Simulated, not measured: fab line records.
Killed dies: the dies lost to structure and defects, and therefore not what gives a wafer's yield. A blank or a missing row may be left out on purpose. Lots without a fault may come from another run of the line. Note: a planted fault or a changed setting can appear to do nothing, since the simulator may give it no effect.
Which tool is to blame?	flow n5Finfet	Sampling: 12 lots, 36 wafers, 2 of 1938 route steps

## WHAT THE GAUGES READ, wafer by wafer
N5_SD_EPI_P_OVL_MEAS_10.
lot	measured	on	SD_P_BLK_OVL (nm)
L075	day 3 13:20	overlay-02	0.7 0.9 0.4
L077	day 4 03:10	overlay-01	-0.2 -0.5 -0.2
L079	day 4 10:55	overlay-02	-1.2 -1.7 -0.6
L081	day 5 00:53	overlay-01	0.6 -0.2 -0.6
L083	day 5 15:50	overlay-02	-0.9 -0.2 -1.1
L085	day 6 00:05	overlay-02	0.4 -0.1 -0.7
L087	day 6 10:29	overlay-01	-0.2 -1.0 -0.6
L089	day 7 00:41	overlay-01	-1.6 -1.1 -1.1
L091	day 7 11:13	overlay-02	-1.6 -0.1 -0.3
L093	day 8 00:38	overlay-01	-0.5 -0.2 -1.2
L095	day 8 16:55	overlay-01	-0.3 -1.8 -1.7
L096	day 9 01:44	overlay-02	1.2 0.2 -0.8

## WHICH TOOL RAN EACH LOT (tool, then ch and the chambers of the sampled wafers, then the start)
lot	N5_SD_EPI_N_LINER_46
L075	aldSin-01 ch 1,3, day 3 12:40
L077	aldSin-01 ch 2,3, day 4 02:29
L079	aldSin-01 ch 0,1,3, day 4 10:22
L081	aldSin-04 ch 1,3, day 5 00:13
L083	aldSin-02 ch 0,1,2, day 5 15:17
L085	aldSin-02 ch 0,1,3, day 5 23:32
L087	aldSin-04 ch 0,1,3, day 6 09:54
L089	aldSin-02 ch 1,2,3, day 7 00:01
L091	aldSin-04 ch 0,2, day 7 10:40
L093	aldSin-02 ch 0,1,2, day 7 23:57
L095	aldSin-04 ch 2,3, day 8 16:15
L096	aldSin-02 ch 0,1,3, day 9 01:04
- N5_SD_EPI_N_LINER_46: material SiNx, target thk 3 nm.

## THE ANSWER, worked out from the rows above alone
Rule: the usual values come from the lots themselves. Put in order of their means at a reading, lots are off if they are a third of the lots or fewer, leave a main group of 4 or more, and stand apart from it by a gap of 3 or more times the standard deviation of the main group's means; of several such gaps the widest counts. Not used: any main group whose means are identical at the precision the tables above print for the reading. A lot without any number at a reading at which 4 lots or more have one is off too. Where the step has rows for the other lots, those lots are counted as sound.
No lot is off on any of the readings shown, so nothing can be concluded from this.

## WHAT THE SIMULATOR HAD PUT IN
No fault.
